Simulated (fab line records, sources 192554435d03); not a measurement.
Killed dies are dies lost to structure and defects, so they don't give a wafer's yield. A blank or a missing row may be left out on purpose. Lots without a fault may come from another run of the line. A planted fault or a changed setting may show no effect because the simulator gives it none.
Chamber matching | flow n5_finfet | N5_BEOL_M5_DEP_56 on pecvd-04: 3 sister chambers
The step deposits SiCN from 3MS/NH3, target thk 8 nm, time 14 s. 3 wafers are shown with their chamber, then 9 later ones without.

WAFERS WITH THEIR CHAMBER
wafer  | chamber | showerhead_plenum_p_Torr (Torr)
L082.1 | 1       | 3.687
L088.2 | 0       | 3.641
L088.4 | 2       | 3.643

WAFERS WITHOUT THEIR CHAMBER
wafer  | showerhead_plenum_p_Torr (Torr)
L094.1 | 3.641
L094.3 | 3.677
L094.4 | 3.671
L091.1 | 3.644
L091.2 | 3.681
L091.4 | 3.647
L097.3 | 3.645
L097.5 | 3.642
L097.6 | 3.643

WHICH CHAMBER EACH WENT THROUGH
wafer  | from the rows above     | in truth
L094.1 | can't be placed: 0 or 2 | 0
L094.3 | 1                       | 1
L094.4 | can't be placed: 1 or 2 | 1
L091.1 | can't be placed: 2 or 0 | 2
L091.2 | 1                       | 1
L091.4 | can't be placed: 2 or 0 | 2
L097.3 | can't be placed: 2 or 0 | 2
L097.5 | can't be placed: 0 or 2 | 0
L097.6 | can't be placed: 2 or 0 | 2
Placed correctly: 2 of 9. Can't be placed from these rows: 7 (the true chamber is among the candidates in 7). Placed wrongly: 0.
How it was worked out, from the rows above alone: a wafer's distance from a chamber is the root of the sum, over the readings, of the square of ((its reading less the chamber's mean) divided by the reading's scatter). The wafer belongs to the nearest chamber; if the next one is less than 2 further off, it can't be placed. A chamber's mean is the mean of its shown wafers. The scatter: with one shown wafer a chamber, the root of the mean of the squares of how far each hidden wafer lies from its nearest shown one.
